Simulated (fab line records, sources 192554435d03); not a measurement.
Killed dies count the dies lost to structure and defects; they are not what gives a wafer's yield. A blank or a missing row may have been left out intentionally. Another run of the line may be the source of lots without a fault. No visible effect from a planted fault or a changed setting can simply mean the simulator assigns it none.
Split-lot trial :: flow n5-finfet :: on a route of 1938 steps: 7 lots, 39 wafers read

ON THE SPLIT
At N5_HKMG_FIN_ETCH_86 (etches SOC in N2/H2, stops on TiN, target depth 393.2 nm), the setting target-depth-a was moved away from the recipe's 3932 angstrom on 15 of the 39 wafers read, by -10.2% to +9.1%. This setting was run at the recipe's value on the other wafers.

Reading taken at the split's own step.

THE READING
SOC_of_HKMG_FIN_COAT_85.thk-nm (the simulator's own value, which no gauge read), in nm, at N5_HKMG_FIN_ETCH_86 (etches SOC in N2/H2, stops on TiN, target depth 393.2 nm). No usual value for it is given in the file. Here, 24 wafers ran the recipe; their average is 16.2 nm with a standard deviation of 3.4 nm.

wafer: L084.1
tool, chamber at the split: rie-diel-05, 1
target-depth-a as run, angstrom: 3529
against the recipe: -10.2%
SOC_of_HKMG_FIN_COAT_85.thk-nm, nm: 45.2
against lot-mates on the recipe: +32.1

wafer: L084.2
tool, chamber at the split: rie-diel-05, 2
target-depth-a as run, angstrom: 3529
against the recipe: -10.2%
SOC_of_HKMG_FIN_COAT_85.thk-nm, nm: 46.6
against lot-mates on the recipe: +33.5

wafer: L084.3
tool, chamber at the split: rie-diel-05, 3
target-depth-a as run, angstrom: 3932
against the recipe: recipe
SOC_of_HKMG_FIN_COAT_85.thk-nm, nm: 11.6
against lot-mates on the recipe: -

wafer: L084.6
tool, chamber at the split: rie-diel-05, 3
target-depth-a as run, angstrom: 3932
against the recipe: recipe
SOC_of_HKMG_FIN_COAT_85.thk-nm, nm: 11.6
against lot-mates on the recipe: -

wafer: L084.4
tool, chamber at the split: rie-diel-05, 2
target-depth-a as run, angstrom: 3529
against the recipe: -10.2%
SOC_of_HKMG_FIN_COAT_85.thk-nm, nm: 46.8
against lot-mates on the recipe: +33.7

wafer: L084.5
tool, chamber at the split: rie-diel-05, 1
target-depth-a as run, angstrom: 3932
against the recipe: recipe
SOC_of_HKMG_FIN_COAT_85.thk-nm, nm: 16.2
against lot-mates on the recipe: -

wafer: L086.1
tool, chamber at the split: rie-diel-04, 0
target-depth-a as run, angstrom: 3932
against the recipe: recipe
SOC_of_HKMG_FIN_COAT_85.thk-nm, nm: 13.2
against lot-mates on the recipe: -

wafer: L086.2
tool, chamber at the split: rie-diel-04, 2
target-depth-a as run, angstrom: 3932
against the recipe: recipe
SOC_of_HKMG_FIN_COAT_85.thk-nm, nm: 21.2
against lot-mates on the recipe: -

wafer: L086.3
tool, chamber at the split: rie-diel-04, 1
target-depth-a as run, angstrom: 3932
against the recipe: recipe
SOC_of_HKMG_FIN_COAT_85.thk-nm, nm: 21.4
against lot-mates on the recipe: -

wafer: L086.4
tool, chamber at the split: rie-diel-04, 1
target-depth-a as run, angstrom: 4083
against the recipe: +3.8%
SOC_of_HKMG_FIN_COAT_85.thk-nm, nm: 10.6
against lot-mates on the recipe: -8.0

wafer: L086.5
tool, chamber at the split: rie-diel-04, 0
target-depth-a as run, angstrom: 4083
against the recipe: +3.8%
SOC_of_HKMG_FIN_COAT_85.thk-nm, nm: 8.6
against lot-mates on the recipe: -10.0

wafer: L086.6
tool, chamber at the split: rie-diel-04, 2
target-depth-a as run, angstrom: 4083
against the recipe: +3.8%
SOC_of_HKMG_FIN_COAT_85.thk-nm, nm: 10.4
against lot-mates on the recipe: -8.2

wafer: L088.1
tool, chamber at the split: rie-diel-04, 0
target-depth-a as run, angstrom: 3932
against the recipe: recipe
SOC_of_HKMG_FIN_COAT_85.thk-nm, nm: 13.4
against lot-mates on the recipe: -

wafer: L088.2
tool, chamber at the split: rie-diel-04, 2,1,3
target-depth-a as run, angstrom: 4128
against the recipe: +5.0%
SOC_of_HKMG_FIN_COAT_85.thk-nm, nm: 8.6
against lot-mates on the recipe: -8.0

wafer: L088.4
tool, chamber at the split: rie-diel-04, 2,1,3
target-depth-a as run, angstrom: 4128
against the recipe: +5.0%
SOC_of_HKMG_FIN_COAT_85.thk-nm, nm: 8.6
against lot-mates on the recipe: -8.0

wafer: L088.5
tool, chamber at the split: rie-diel-04, 2,1,3
target-depth-a as run, angstrom: 4128
against the recipe: +5.0%
SOC_of_HKMG_FIN_COAT_85.thk-nm, nm: 8.6
against lot-mates on the recipe: -8.0

wafer: L088.3
tool, chamber at the split: rie-diel-04, 3
target-depth-a as run, angstrom: 3932
against the recipe: recipe
SOC_of_HKMG_FIN_COAT_85.thk-nm, nm: 15
against lot-mates on the recipe: -

wafer: L088.6
tool, chamber at the split: rie-diel-04, 2
target-depth-a as run, angstrom: 3932
against the recipe: recipe
SOC_of_HKMG_FIN_COAT_85.thk-nm, nm: 21.4
against lot-mates on the recipe: -

wafer: L089.1
tool, chamber at the split: rie-diel-05, 3
target-depth-a as run, angstrom: 3932
against the recipe: recipe
SOC_of_HKMG_FIN_COAT_85.thk-nm, nm: 12
against lot-mates on the recipe: -

wafer: L089.5
tool, chamber at the split: rie-diel-05, 3
target-depth-a as run, angstrom: 3932
against the recipe: recipe
SOC_of_HKMG_FIN_COAT_85.thk-nm, nm: 12
against lot-mates on the recipe: -

wafer: L089.2
tool, chamber at the split: rie-diel-05, 2
target-depth-a as run, angstrom: 3932
against the recipe: recipe
SOC_of_HKMG_FIN_COAT_85.thk-nm, nm: 18
against lot-mates on the recipe: -

wafer: L089.3
tool, chamber at the split: rie-diel-05, 1
target-depth-a as run, angstrom: 3932
against the recipe: recipe
SOC_of_HKMG_FIN_COAT_85.thk-nm, nm: 16.4
against lot-mates on the recipe: -

wafer: L089.4
tool, chamber at the split: rie-diel-05, 0
target-depth-a as run, angstrom: 3932
against the recipe: recipe
SOC_of_HKMG_FIN_COAT_85.thk-nm, nm: 14
against lot-mates on the recipe: -

wafer: L089.6
tool, chamber at the split: rie-diel-05, 0
target-depth-a as run, angstrom: 3932
against the recipe: recipe
SOC_of_HKMG_FIN_COAT_85.thk-nm, nm: 14
against lot-mates on the recipe: -

wafer: L091.2
tool, chamber at the split: rie-diel-02, 0
target-depth-a as run, angstrom: 3932
against the recipe: recipe
SOC_of_HKMG_FIN_COAT_85.thk-nm, nm: 19.2
against lot-mates on the recipe: -

wafer: L091.4
tool, chamber at the split: rie-diel-02, 1
target-depth-a as run, angstrom: 3932
against the recipe: recipe
SOC_of_HKMG_FIN_COAT_85.thk-nm, nm: 15.6
against lot-mates on the recipe: -

wafer: L091.5
tool, chamber at the split: rie-diel-02, 2
target-depth-a as run, angstrom: 3932
against the recipe: recipe
SOC_of_HKMG_FIN_COAT_85.thk-nm, nm: 19.4
against lot-mates on the recipe: -

wafer: L093.1
tool, chamber at the split: rie-diel-04, 2
target-depth-a as run, angstrom: 3932
against the recipe: recipe
SOC_of_HKMG_FIN_COAT_85.thk-nm, nm: 21.8
against lot-mates on the recipe: -

wafer: L093.2
tool, chamber at the split: rie-diel-04, 0
target-depth-a as run, angstrom: 3932
against the recipe: recipe
SOC_of_HKMG_FIN_COAT_85.thk-nm, nm: 14
against lot-mates on the recipe: -

wafer: L093.3
tool, chamber at the split: rie-diel-04, 3
target-depth-a as run, angstrom: 3932
against the recipe: recipe
SOC_of_HKMG_FIN_COAT_85.thk-nm, nm: 15.4
against lot-mates on the recipe: -

wafer: L093.4
tool, chamber at the split: rie-diel-04, 2
target-depth-a as run, angstrom: 4115
against the recipe: +4.7%
SOC_of_HKMG_FIN_COAT_85.thk-nm, nm: 8.8
against lot-mates on the recipe: -8.3

wafer: L093.5
tool, chamber at the split: rie-diel-04, 3,0
target-depth-a as run, angstrom: 4115
against the recipe: +4.7%
SOC_of_HKMG_FIN_COAT_85.thk-nm, nm: 8.6
against lot-mates on the recipe: -8.5

wafer: L093.6
tool, chamber at the split: rie-diel-04, 3,0
target-depth-a as run, angstrom: 4115
against the recipe: +4.7%
SOC_of_HKMG_FIN_COAT_85.thk-nm, nm: 8.6
against lot-mates on the recipe: -8.5

wafer: L094.1
tool, chamber at the split: rie-diel-04, 0
target-depth-a as run, angstrom: 3932
against the recipe: recipe
SOC_of_HKMG_FIN_COAT_85.thk-nm, nm: 14
against lot-mates on the recipe: -

wafer: L094.2
tool, chamber at the split: rie-diel-04, 3
target-depth-a as run, angstrom: 3932
against the recipe: recipe
SOC_of_HKMG_FIN_COAT_85.thk-nm, nm: 15.4
against lot-mates on the recipe: -

wafer: L094.3
tool, chamber at the split: rie-diel-04, 2,0,3
target-depth-a as run, angstrom: 4290
against the recipe: +9.1%
SOC_of_HKMG_FIN_COAT_85.thk-nm, nm: 8.6
against lot-mates on the recipe: -8.5

wafer: L094.4
tool, chamber at the split: rie-diel-04, 2,0,3
target-depth-a as run, angstrom: 4290
against the recipe: +9.1%
SOC_of_HKMG_FIN_COAT_85.thk-nm, nm: 8.6
against lot-mates on the recipe: -8.5

wafer: L094.5
tool, chamber at the split: rie-diel-04, 2,0,3
target-depth-a as run, angstrom: 4290
against the recipe: +9.1%
SOC_of_HKMG_FIN_COAT_85.thk-nm, nm: 8.6
against lot-mates on the recipe: -8.5

wafer: L094.6
tool, chamber at the split: rie-diel-04, 2
target-depth-a as run, angstrom: 3932
against the recipe: recipe
SOC_of_HKMG_FIN_COAT_85.thk-nm, nm: 21.8
against lot-mates on the recipe: -
Where a row lists several chambers, the file gives one row for several wafers and doesn't say which wafer went through which chamber.

FIT RESULTS
A straight line over all 39 wafers: SOC_of_HKMG_FIN_COAT_85.thk-nm changes by -2 nm for each +1% of target-depth-a; r = -0.89; the points scatter about the line by 4.6 nm.
The same after taking each lot's own level away (the mean of its wafers on the recipe; 39 wafers): -2.22 nm for each +1%; r = -0.90; scatter 4.7 nm.
On that fit, the largest move of target-depth-a shifts the reading by 23 nm.
Measured against the standard deviation above, the lots' own levels, which go from 13.13 to 18.60 nm, span 1.6 times it.
In other words, the slope is changed by the lot-to-lot level; the two fits disagree.
Check: with one of the wafers moved furthest among these (-10.2%) left out of the fit, the line predicts +23 nm for it against its lot-mates. It came out at +32.1 nm against them.

OTHER SPLITS APPLIED TO THESE WAFERS
These wafers also went through other splits before the reading. Each is held against what the fit with the lots' levels taken away leaves over:
other split on the same wafers: N5_DUMMY_GATE_ETCH_37 source-w
wafers away from the commonest value: 12
r with SOC_of_HKMG_FIN_COAT_85.thk-nm (lot level and that fit taken away): +0.11

FILE'S OWN FIT
SOC_of_HKMG_FIN_COAT_85.thk-nm changes by -2.12 nm for each +1% of target-depth-a, r = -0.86.
